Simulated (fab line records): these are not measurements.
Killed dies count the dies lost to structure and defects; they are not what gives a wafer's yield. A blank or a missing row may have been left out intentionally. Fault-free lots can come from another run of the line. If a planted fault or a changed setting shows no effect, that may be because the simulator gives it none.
Comparing a struck lot with a sound one    flow n5_finfet    39 out of 1938 route steps
Sound: these wafers, L119.3, L119.4, L119.5. Struck: wafers L128.4, L128.6 (left out: L128.3, a lot-mate that was not struck); the cause follows at the end.
Per side, at each step with rows, come the tool, then ch with its chambers, and then its first start. Under that, the readings that differ: sound wafers    struck wafers    difference of the means    sigmas: that difference in standard deviations of wafers without a fault.
alike: same words and numbers on both sides, and readings whose means sit less than 2 such deviations apart. not compared: any withheld reading, any reading some wafer has no value for, any bound like >300 that may hide the same value, and any number with overlapping values for which the record gives no deviation.
The two part at a step that has a row with sigmas, a row that says differs or no value, or rows on one side only. Non-overlapping numbers with no deviation appear without sigmas and do not part them. Lack of a reading on every wafer of one side parts them only where that side has two or more wafers.

first, 10 steps without rows for these wafers: N5_MOL_CONTACT_COAG_CO_FILL_22 (material Co, precursor CCTBA/H2, target thk 20 nm); N5_MOL_CONTACT_COAG_ANNEAL_113 (time 300 s); N5_MOL_CONTACT_COAG_PRE_CLEAN_142 (time 60 s); N5_MOL_CONTACT_COAG_SPUTTER_130 (material Co, target thk 47.5 nm); N5_MOL_CONTACT_COAG_PRECLEAN_125 (cleans in DIW, time 57.5 s); N5_MOL_CONTACT_COAG_SRD_126 (dry time 32 s); N5_MOL_CONTACT_COAG_CMP_23 (polishes, stops on SiO2, t overpolish 1.5 s, target thk 0 nm); N5_MOL_CONTACT_COAG_WET_ETCH_26 (target Co, target depth 13 nm); N5_MOL_CONTACT_COAG_WET_ETCH_116 (etches the open film in SC1-inhibited, target depth 4.6 nm, rinse time 30 s); N5_MOL_CONTACT_COAG_ALD_27 (deposits SiOC, target thk 17 nm, pulse time 1.5 s, time 2720 s).
N5_MOL_CONTACT_COAG_CMP_28: polishes, stops on SiNx, t overpolish 0.85 s, target thk 14.522 nm.
  sound on cmp-02 ch 0,2, day 6 06:48; struck on cmp-02 ch 0, day 8 16:08
reading                  sound              struck       difference  sigmas
head_pressure_psi (psi)  4.148 4.148 4.156  1.245 1.255  -2.901      -99 or more
motor_current_A (A)      12.6 12.3 12.5     6.5 6.2      -6.1        -6
time_to_endpoint_s (s)   5.8 4.0 4.3        14.8 15.7    +10.6       +5
N5_MOL_CONTACT_COAG_THK_MEAS_29:
  sound on film_metro-01, day 6 07:06; struck on film_metro-02, day 8 16:26
reading          sound              struck       difference  sigmas
MD_CAP_THK (nm)  17.98 17.95 17.92  18.17 18.13  +0.20       +2
then, 23 steps without rows for these wafers: N5_MOL_CONTACT_COAG_ALD_123 (deposits SiNx, target thk 5 nm, pulse time 1 s, purge time 2 s); N5_MOL_CONTACT_COAG_PECVD_31 (deposits SiO2 from TEOS/O2, target thk 46 nm, time 8.9 s); N5_MOL_CONTACT_COAG_COAT_75 (time 60 s, resist thk 60 nm); N5_MOL_CONTACT_COAG_COAT_76 (time 60 s, resist thk 10 nm); N5_MOL_CONTACT_COAG_COAT_77 (time 60 s, resist thk 10 nm); N5_MOL_CONTACT_COAG_COAT_78 (resist thk 40 nm); N5_MOL_CONTACT_COAG_EBR_80; N5_MOL_CONTACT_COAG_SOFTBAKE_79 (time 60 s); N5_MOL_CONTACT_COAG_EXPOSE_81 (exposes mask VG, defocus 0 nm); N5_MOL_CONTACT_COAG_PEB_82 (peb time 60 s); N5_MOL_CONTACT_COAG_DEVELOP_83 (develop time 30 s); N5_MOL_CONTACT_COAG_DESCUM_88 (chemistry O2, time 7 s); N5_MOL_CONTACT_COAG_ETCH_89 (etches underlayer in N2/H2, target depth 13 nm, time 10.4 s); N5_MOL_CONTACT_COAG_ETCH_90 (etches SiARC in CF4, target depth 13 nm, time 21.7 s); N5_MOL_CONTACT_COAG_ALD_131 (deposits SiO2, target thk 5 nm, pulse time 1 s, co reactant pulse time 1 s); N5_MOL_CONTACT_COAG_ETCHBACK_132 (etches SiO2 in CHF3, target depth 10 nm, time 6.7 s); N5_MOL_CONTACT_COAG_ETCH_91 (etches SOC in N2/H2, target depth 60 nm, overetch 21 nm, time 101.2 s); N5_MOL_CONTACT_COAG_STRIP_92 (strips in N2/H2); N5_MOL_CONTACT_COAG_STRIP_93 (strips in N2/H2); N5_MOL_CONTACT_COAG_ETCHBACK_135 (etches SiO2 in CHF3, target depth 25 nm, time 16.7 s); N5_MOL_CONTACT_COAG_STRIP_118 (strips in CHF3); N5_MOL_CONTACT_COAG_VIA_ETCH_46 (etches SiO2 in C4F6/O2, target depth 46 nm, overetch 9.2 nm, time 40 s); N5_MOL_CONTACT_COAG_STRIP_96 (strips in N2/H2).
N5_MOL_CONTACT_COAG_ETCH_47: etches SiNx in CH3F/O2, stops on W, target depth 27 nm.
  sound on rie_diel-02 ch 0,1,2, day 6 09:04; struck on rie_diel-04 ch 2,3, day 8 18:41
reading                   sound              struck       difference  sigmas
model.etch.depth_nm (nm)  17.97 17.93 17.91  18.16 18.13  +0.21       
  alike: CH3F_flow_sccm, drypump_motor_current_A, etch_rf_on_time_s, mfc_ar_sccm, oes_product_au, rf_vpp_V, showerhead_plenum_p_Torr, throttle_valve_pct
  not compared: rf_hours_counter_h
then, 1 step without rows for these wafers: N5_MOL_CONTACT_COAG_STRIP_119 (strips in N2/H2, time 30 s).
-- a jump in the record: the struck wafers' starts before and after are 4 days apart (it breaks off in module MOL_CONTACT_COAG and resumes in module BEOL_M4, where the first step shown is number 1111 of the route) --
N5_BEOL_M4_RC_MEAS_101:
  sound on prober-01 ch 0, day 9 12:52; struck on prober-01 ch 0, day 12 16:32
  alike: DIBL_N, DIBL_P, IOFF_N, IOFF_P, ION_N, ION_P, SS_N, SS_P, VT_N, VT_P
-- the record jumps here: 4 days lie between the struck wafers' starts before and after (it left off in module BEOL_M4 and takes up again in module PASSIVATION, whose first step shown is number 1936 of the route) --
N5_PASSIVATION_PROBE_49:
  only the struck wafers here have rows in the record (prober-01, day 17 03:13); the sound ones have none

## WHERE THEY PART
Last at N5_PASSIVATION_PROBE_49 as far as this record goes, first at N5_MOL_CONTACT_COAG_CMP_28.

WHY: whatever the simulator had introduced
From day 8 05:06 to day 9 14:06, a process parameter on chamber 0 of cmp-02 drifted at N5_MOL_CONTACT_COAG_CMP_28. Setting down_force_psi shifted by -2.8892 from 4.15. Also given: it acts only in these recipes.
